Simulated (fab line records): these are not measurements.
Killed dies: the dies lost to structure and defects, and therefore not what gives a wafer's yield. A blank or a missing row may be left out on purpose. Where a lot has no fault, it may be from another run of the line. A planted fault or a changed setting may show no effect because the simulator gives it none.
Which tool was responsible? / flow n5-finfet / 9 lots with 26 wafers sampled at 5 steps, on a route of 1938 steps

== WHAT THE GAUGES READ, wafer by wafer ==
N5_BEOL_M2_CD_MEAS_28: target cd 26.2 nm, target cd y 24.1 nm.
lot=L168; measured=day 6 16:21; on=cd-sem-03; cd-nm (nm)=26.13 26.28 26.32
lot=L170; measured=day 7 00:54; on=cd-sem-01; cd-nm (nm)=26.24 26.10
lot=L171; measured=day 7 00:59; on=cd-sem-01; cd-nm (nm)=25.83 25.81 26.38
lot=L172; measured=day 7 15:13; on=cd-sem-01; cd-nm (nm)=26.54 26.35 26.16
lot=L179; measured=day 10 04:32; on=cd-sem-01; cd-nm (nm)=26.47 26.34 26.15
lot=L183; measured=day 10 13:59; on=cd-sem-01; cd-nm (nm)=26.33 26.42 26.52
lot=L188; measured=day 11 22:01; on=cd-sem-01; cd-nm (nm)=25.99 25.89 26.15
lot=L189; measured=day 12 01:25; on=cd-sem-01; cd-nm (nm)=26.14 26.01 26.25
lot=L191; measured=day 12 05:29; on=cd-sem-03; cd-nm (nm)=26.61 26.55 26.04

N5_BEOL_M4_RC_MEAS_101.
lot=L168; measured=day 9 13:01; on=prober-01; DIBL_N (mV/V)=33.9 35.4 35.7; DIBL_P (mV/V)=34.2 35.7 36.5; IOFF_N (nA/um)=0.12 0.16 0.17; IOFF_P (nA/um)=0.17 0.19 0.21; ION_N (uA/um)=659 677 694; ION_P (uA/um)=451 457 467; SS_N (mV/dec)=71.3 71.1 70.8; SS_P (mV/dec)=73.7 73.4 73.6; VT_N (mV)=252 250 246; VT_P (mV)=-257 -253 -252
lot=L170; measured=day 9 10:32; on=prober-01; DIBL_N (mV/V)=38.5 39.2; DIBL_P (mV/V)=37.1 37.9; IOFF_N (nA/um)=0.18 0.21; IOFF_P (nA/um)=0.22 0.24; ION_N (uA/um)=671 679; ION_P (uA/um)=458 458; SS_N (mV/dec)=72.7 71.8; SS_P (mV/dec)=73.8 73.9; VT_N (mV)=247 248; VT_P (mV)=-250 -246
lot=L171; measured=day 9 15:58; on=prober-01; DIBL_N (mV/V)=37.4 36.3 33.0; DIBL_P (mV/V)=36.8 36.0 32.4; IOFF_N (nA/um)=0.14 0.13 0.09; IOFF_P (nA/um)=0.21 0.20 0.15; ION_N (uA/um)=676 670 649; ION_P (uA/um)=465 468 456; SS_N (mV/dec)=71.4 71.3 70.2; SS_P (mV/dec)=73.0 72.5 72.0; VT_N (mV)=254 252 257; VT_P (mV)=-247 -250 -251
lot=L172; measured=day 10 16:19; on=prober-02; DIBL_N (mV/V)=34.8 34.9 33.5; DIBL_P (mV/V)=35.5 35.1 34.3; IOFF_N (nA/um)=0.14 0.14 0.12; IOFF_P (nA/um)=0.20 0.20 0.18; ION_N (uA/um)=672 666 661; ION_P (uA/um)=463 462 457; SS_N (mV/dec)=70.9 70.7 70.3; SS_P (mV/dec)=73.6 72.9 72.7; VT_N (mV)=252 251 254; VT_P (mV)=-252 -248 -251
lot=L179; measured=day 12 09:06; on=prober-02; DIBL_N (mV/V)=31.8 35.7 34.3; DIBL_P (mV/V)=33.3 37.8 35.4; IOFF_N (nA/um)=0.11 0.16 0.15; IOFF_P (nA/um)=0.16 0.22 0.19; ION_N (uA/um)=651 663 670; ION_P (uA/um)=452 458 457; SS_N (mV/dec)=70.9 72.4 71.0; SS_P (mV/dec)=73.1 73.2 73.0; VT_N (mV)=254 248 251; VT_P (mV)=-254 -252 -253
lot=L183; measured=day 13 11:36; on=prober-02; DIBL_N (mV/V)=35.1 35.3 35.8; DIBL_P (mV/V)=36.3 35.5 37.0; IOFF_N (nA/um)=0.15 0.15 0.16; IOFF_P (nA/um)=0.22 0.19 0.23; ION_N (uA/um)=664 677 677; ION_P (uA/um)=461 457 463; SS_N (mV/dec)=71.1 70.9 71.8; SS_P (mV/dec)=73.1 73.1 73.0; VT_N (mV)=248 251 250; VT_P (mV)=-250 -252 -248
lot=L188; measured=day 14 04:13; on=prober-01; DIBL_N (mV/V)=36.3 36.5 39.1; DIBL_P (mV/V)=35.8 36.5 39.1; IOFF_N (nA/um)=0.16 0.16 0.21; IOFF_P (nA/um)=0.18 0.19 0.23; ION_N (uA/um)=681 684 696; ION_P (uA/um)=460 460 462; SS_N (mV/dec)=71.5 71.9 71.9; SS_P (mV/dec)=72.7 73.1 73.3; VT_N (mV)=248 253 245; VT_P (mV)=-254 -252 -251
lot=L189; measured=day 14 21:56; on=prober-02; DIBL_N (mV/V)=36.0 39.7 38.7; DIBL_P (mV/V)=34.2 38.0 37.5; IOFF_N (nA/um)=0.14 0.20 0.18; IOFF_P (nA/um)=0.21 0.28 0.26; ION_N (uA/um)=677 687 677; ION_P (uA/um)=467 476 471; SS_N (mV/dec)=71.6 71.6 71.9; SS_P (mV/dec)=73.0 73.2 73.5; VT_N (mV)=251 247 247; VT_P (mV)=-244 -243 -245
lot=L191; measured=day 15 05:06; on=prober-01; DIBL_N (mV/V)=36.0 37.5 36.2; DIBL_P (mV/V)=35.5 37.4 36.2; IOFF_N (nA/um)=0.14 0.18 0.16; IOFF_P (nA/um)=0.20 0.24 0.21; ION_N (uA/um)=676 682 678; ION_P (uA/um)=466 473 466; SS_N (mV/dec)=70.8 71.7 71.3; SS_P (mV/dec)=73.0 73.2 73.0; VT_N (mV)=251 249 250; VT_P (mV)=-249 -247 -248

== TOOL THAT RAN EACH LOT (tool first, then ch and the chambers of the sampled wafers, then the start) ==
lot=L168; N5_BEOL_M2_ETCH_74=rie-diel-03 ch 0,1,2, day 6 15:31; N5_BEOL_M2_ALD_98=ald-sin-02 ch 0,1, day 6 16:49; N5_BEOL_M2_STRIP_36=rie-diel-04 ch 0,1,2, day 7 17:21
lot=L170; N5_BEOL_M2_ETCH_74=rie-diel-04 ch 1,3, day 7 00:00; N5_BEOL_M2_ALD_98=ald-sin-04 ch 1,3, day 7 01:32; N5_BEOL_M2_STRIP_36=rie-diel-03 ch 0,3, day 8 03:41
lot=L171; N5_BEOL_M2_ETCH_74=rie-diel-04 ch 0,1,3, day 7 00:16; N5_BEOL_M2_ALD_98=ald-sin-04 ch 1,3, day 7 01:37; N5_BEOL_M2_STRIP_36=rie-diel-06 ch 1,2,3, day 8 03:46
lot=L172; N5_BEOL_M2_ETCH_74=rie-diel-06 ch 0,1,2, day 7 14:30; N5_BEOL_M2_ALD_98=ald-sin-02 ch 1,2, day 7 15:45; N5_BEOL_M2_STRIP_36=rie-diel-04 ch 0,2,3, day 8 07:38
lot=L179; N5_BEOL_M2_ETCH_74=rie-diel-03 ch 0,3, day 10 03:41; N5_BEOL_M2_ALD_98=ald-sin-02 ch 1,2, day 10 04:48; N5_BEOL_M2_STRIP_36=rie-diel-04 ch 0,2,3, day 10 18:43
lot=L183; N5_BEOL_M2_ETCH_74=rie-diel-06 ch 0,1,3, day 10 13:09; N5_BEOL_M2_ALD_98=ald-sin-02 ch 0,2,3, day 10 14:15; N5_BEOL_M2_STRIP_36=rie-diel-04 ch 2,3, day 11 07:53
lot=L188; N5_BEOL_M2_ETCH_74=rie-diel-04 ch 1,2,3, day 11 21:07; N5_BEOL_M2_ALD_98=ald-sin-01 ch 0,2,3, day 11 22:16; N5_BEOL_M2_STRIP_36=rie-diel-03 ch 0,2,3, day 12 08:24
lot=L189; N5_BEOL_M2_ETCH_74=rie-diel-04 ch 1,2, day 12 00:25; N5_BEOL_M2_ALD_98=ald-sin-04 ch 0,2, day 12 02:07; N5_BEOL_M2_STRIP_36=rie-diel-04 ch 0,1, day 12 10:35
lot=L191; N5_BEOL_M2_ETCH_74=rie-diel-04 ch 1,2,3, day 12 04:35; N5_BEOL_M2_ALD_98=ald-sin-01 ch 0,1,2, day 12 06:16; N5_BEOL_M2_STRIP_36=rie-diel-06 ch 0,1,3, day 13 07:41
- N5_BEOL_M2_ETCH_74: etches underlayer in N2/H2, target depth 6.5 nm, time 5.2 s.
- N5_BEOL_M2_ALD_98: deposits SiO2, target thk 2.5 nm, pulse time 1 s, co reactant pulse time 1 s.
- N5_BEOL_M2_STRIP_36: strips in N2/H2.

== WHAT THE TOOLS THEMSELVES READ (means of the sampled wafers that have a number; where no wafer has one, the mark that the record gives instead) ==
N5_BEOL_M2_ETCH_74.
lot=L168; tool=rie-diel-03; chamber-pressure-mTorr (mTorr)=30.0; drypump-motor-current-A (A)=5.7; etch-rf-on-time-s (s)=5.16; oes-product-au (a.u.)=0.71; rf-vpp-V (V)=523.7; showerhead-plenum-p-Torr (Torr)=2.56; throttle-valve-pct (%)=17.68
lot=L170; tool=rie-diel-04; chamber-pressure-mTorr (mTorr)=29.9; drypump-motor-current-A (A)=5.8; etch-rf-on-time-s (s)=5.20; oes-product-au (a.u.)=0.62; rf-vpp-V (V)=522.2; showerhead-plenum-p-Torr (Torr)=2.48; throttle-valve-pct (%)=17.55
lot=L171; tool=rie-diel-04; chamber-pressure-mTorr (mTorr)=30.0; drypump-motor-current-A (A)=5.5; etch-rf-on-time-s (s)=5.25; oes-product-au (a.u.)=0.65; rf-vpp-V (V)=521.7; showerhead-plenum-p-Torr (Torr)=2.47; throttle-valve-pct (%)=17.64
lot=L172; tool=rie-diel-06; chamber-pressure-mTorr (mTorr)=30.0; drypump-motor-current-A (A)=5.5; etch-rf-on-time-s (s)=5.08; oes-product-au (a.u.)=0.74; rf-vpp-V (V)=527.8; showerhead-plenum-p-Torr (Torr)=2.63; throttle-valve-pct (%)=17.79
lot=L179; tool=rie-diel-03; chamber-pressure-mTorr (mTorr)=30.0; drypump-motor-current-A (A)=5.6; etch-rf-on-time-s (s)=5.21; oes-product-au (a.u.)=0.68; rf-vpp-V (V)=522.2; showerhead-plenum-p-Torr (Torr)=2.51; throttle-valve-pct (%)=17.75
lot=L183; tool=rie-diel-06; chamber-pressure-mTorr (mTorr)=30.0; drypump-motor-current-A (A)=5.4; etch-rf-on-time-s (s)=5.13; oes-product-au (a.u.)=0.77; rf-vpp-V (V)=526.5; showerhead-plenum-p-Torr (Torr)=2.66; throttle-valve-pct (%)=17.77
lot=L188; tool=rie-diel-04; chamber-pressure-mTorr (mTorr)=30.0; drypump-motor-current-A (A)=6.1; etch-rf-on-time-s (s)=5.28; oes-product-au (a.u.)=0.59; rf-vpp-V (V)=523.3; showerhead-plenum-p-Torr (Torr)=2.48; throttle-valve-pct (%)=17.86
lot=L189; tool=rie-diel-04; chamber-pressure-mTorr (mTorr)=30.0; drypump-motor-current-A (A)=6.1; etch-rf-on-time-s (s)=5.22; oes-product-au (a.u.)=0.61; rf-vpp-V (V)=520.5; showerhead-plenum-p-Torr (Torr)=2.45; throttle-valve-pct (%)=17.81
lot=L191; tool=rie-diel-04; chamber-pressure-mTorr (mTorr)=30.0; drypump-motor-current-A (A)=6.1; etch-rf-on-time-s (s)=5.27; oes-product-au (a.u.)=0.58; rf-vpp-V (V)=521.7; showerhead-plenum-p-Torr (Torr)=2.48; throttle-valve-pct (%)=17.85

N5_BEOL_M2_ALD_98.
lot=L168; tool=ald-sin-02; heater-power-w (W)=88; precursor-pulse-height-rel=0.991; susceptor-temp-C (C)=100.02
lot=L170; tool=ald-sin-04; heater-power-w (W)=76; precursor-pulse-height-rel=1.010; susceptor-temp-C (C)=100.00
lot=L171; tool=ald-sin-04; heater-power-w (W)=77; precursor-pulse-height-rel=1.004; susceptor-temp-C (C)=100.06
lot=L172; tool=ald-sin-02; heater-power-w (W)=85; precursor-pulse-height-rel=1.000; susceptor-temp-C (C)=100.05
lot=L179; tool=ald-sin-02; heater-power-w (W)=89; precursor-pulse-height-rel=0.996; susceptor-temp-C (C)=99.87
lot=L183; tool=ald-sin-02; heater-power-w (W)=82; precursor-pulse-height-rel=0.996; susceptor-temp-C (C)=100.39
lot=L188; tool=ald-sin-01; heater-power-w (W)=71; precursor-pulse-height-rel=0.987; susceptor-temp-C (C)=99.99
lot=L189; tool=ald-sin-04; heater-power-w (W)=82; precursor-pulse-height-rel=1.003; susceptor-temp-C (C)=99.92
lot=L191; tool=ald-sin-01; heater-power-w (W)=78; precursor-pulse-height-rel=0.995; susceptor-temp-C (C)=99.97

N5_BEOL_M2_STRIP_36.
lot=L168; tool=rie-diel-04; chamber-pressure-mTorr (mTorr)=19.99; drypump-motor-current-A (A)=5.8; oes-product-au (a.u.)=0.75; rf-vpp-V (V)=58.3; showerhead-plenum-p-Torr (Torr)=2.46; throttle-valve-pct (%)=23.6
lot=L170; tool=rie-diel-03; chamber-pressure-mTorr (mTorr)=19.99; drypump-motor-current-A (A)=5.5; oes-product-au (a.u.)=0.80; rf-vpp-V (V)=56.4; showerhead-plenum-p-Torr (Torr)=2.55; throttle-valve-pct (%)=23.6
lot=L171; tool=rie-diel-06; chamber-pressure-mTorr (mTorr)=20.01; drypump-motor-current-A (A)=5.4; oes-product-au (a.u.)=0.85; rf-vpp-V (V)=59.1; showerhead-plenum-p-Torr (Torr)=2.66; throttle-valve-pct (%)=23.5
lot=L172; tool=rie-diel-04; chamber-pressure-mTorr (mTorr)=20.00; drypump-motor-current-A (A)=5.8; oes-product-au (a.u.)=0.74; rf-vpp-V (V)=58.6; showerhead-plenum-p-Torr (Torr)=2.49; throttle-valve-pct (%)=23.6
lot=L179; tool=rie-diel-04; chamber-pressure-mTorr (mTorr)=20.02; drypump-motor-current-A (A)=5.8; oes-product-au (a.u.)=0.72; rf-vpp-V (V)=58.2; showerhead-plenum-p-Torr (Torr)=2.48; throttle-valve-pct (%)=23.7
lot=L183; tool=rie-diel-04; chamber-pressure-mTorr (mTorr)=20.04; drypump-motor-current-A (A)=6.5; oes-product-au (a.u.)=0.65; rf-vpp-V (V)=60.3; showerhead-plenum-p-Torr (Torr)=2.50; throttle-valve-pct (%)=23.8
lot=L188; tool=rie-diel-03; chamber-pressure-mTorr (mTorr)=20.01; drypump-motor-current-A (A)=5.5; oes-product-au (a.u.)=0.77; rf-vpp-V (V)=59.4; showerhead-plenum-p-Torr (Torr)=2.50; throttle-valve-pct (%)=23.6
lot=L189; tool=rie-diel-04; chamber-pressure-mTorr (mTorr)=19.99; drypump-motor-current-A (A)=5.5; oes-product-au (a.u.)=0.74; rf-vpp-V (V)=56.9; showerhead-plenum-p-Torr (Torr)=2.42; throttle-valve-pct (%)=23.3
lot=L191; tool=rie-diel-06; chamber-pressure-mTorr (mTorr)=20.02; drypump-motor-current-A (A)=5.4; oes-product-au (a.u.)=0.85; rf-vpp-V (V)=59.2; showerhead-plenum-p-Torr (Torr)=2.64; throttle-valve-pct (%)=23.6

== THE ANSWER, worked out from the rows above alone ==
Rule: the usual values come from the lots themselves. Put in order of their means at a reading, lots are off if they are a third of the lots or fewer, leave a main group of 4 or more, and stand apart from it by a gap of 3 or more times the standard deviation of the main group's means; of several such gaps the widest counts. The tables above print the reading to a certain number of digits; a main group whose means all agree to those digits is not used. Also off: a lot with no number at a reading for which 4 or more lots have one. All remaining lots with rows at the step are treated as sound. Order of review: gauges by route order, followed by the tools' own readings, for which a lot's mean as printed above is used. The first step at which some lot is off is used, and at that step the reading that is off furthest; a lot without a number counts as furthest.
Off: L183, at N5_BEOL_M2_ALD_98 (susceptor-temp-C). The main group: mean 99.98 C, standard deviation 0.06.
If a tool, at that step or one of the process steps before it, ran each lot that is off and ran no sound lot following the first of them, it fits. Undecided on this evidence; 2 tools fit (rie-diel-06 at N5_BEOL_M2_ETCH_74, ald-sin-02 at N5_BEOL_M2_ALD_98).

== WHAT THE SIMULATOR HAD PUT IN ==
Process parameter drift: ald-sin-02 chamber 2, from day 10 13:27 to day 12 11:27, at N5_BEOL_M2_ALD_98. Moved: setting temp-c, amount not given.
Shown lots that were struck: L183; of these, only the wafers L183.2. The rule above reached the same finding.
